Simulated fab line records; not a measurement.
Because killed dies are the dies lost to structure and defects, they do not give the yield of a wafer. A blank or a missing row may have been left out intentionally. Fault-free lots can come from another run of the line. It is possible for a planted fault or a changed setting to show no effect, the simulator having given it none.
Which tool did it? | flow n5 finfet | at 1 step of a route of 1938, 12 lots with 34 wafers sampled

== WHAT THE GAUGES SHOWED, per wafer ==
N5_DUMMY_GATE_CD_MEAS_24: target cd 15 nm. Usual: cd nm 14.9 nm, standard deviation 0.56.
lot  | measured    | on        | cd nm (nm)     | flag
L249 | day 2 23:31 | cd sem-03 | 16.1 14.8 14.1 |
L250 | day 3 04:53 | cd sem-02 | 15.0 13.5 15.0 |
L251 | day 3 16:00 | cd sem-03 | 14.3 13.8 14.5 |
L252 | day 3 16:33 | cd sem-03 | 14.5 15.9 14.9 |
L253 | day 3 23:40 | cd sem-01 | 14.6 15.1 14.7 |
L254 | day 4 05:11 | cd sem-03 | 15.3 14.6      |
L255 | day 4 10:20 | cd sem-02 | 15.2 14.0 14.2 |
L260 | day 5 16:32 | cd sem-01 | 15.4 14.5      |
L261 | day 6 03:08 | cd sem-01 | 14.8 14.9 14.5 |
L263 | day 6 11:02 | cd sem-03 | 14.6 15.5 15.4 |
L267 | day 7 12:47 | cd sem-02 | 15.8 14.7 15.7 |
L272 | day 8 16:47 | cd sem-03 | 14.6 14.1 14.9 |

== WHAT TOOL EACH LOT RAN ON (gives the tool, then ch and the chambers of the sampled wafers, and finally the start) ==
The record shows no process step preceding these readings.

== WHAT THE TOOLS THEMSELVES READ (means of the sampled wafers that have a number; where no wafer has one, the mark that the record gives instead) ==
The record holds no such reading with a usual standard deviation.

== THE ANSWER, worked out from the rows above alone ==
Rule: a lot is off if the mean of its wafers that have a number lies more than 3 standard deviations from the usual mean. A lot without any number at a reading at which 4 lots or more have one is off too. All remaining lots with rows at the step are treated as sound. After the gauges, taken in route order, come the tools' own readings; for these a lot's mean is taken, as printed above. At the first step where some lot is off, the reading lying furthest off is the one used; lots without a number count as furthest.
None of the lots is off at any reading shown; this tells nothing.

== WHAT HAD BEEN PUT IN BY THE SIMULATOR ==
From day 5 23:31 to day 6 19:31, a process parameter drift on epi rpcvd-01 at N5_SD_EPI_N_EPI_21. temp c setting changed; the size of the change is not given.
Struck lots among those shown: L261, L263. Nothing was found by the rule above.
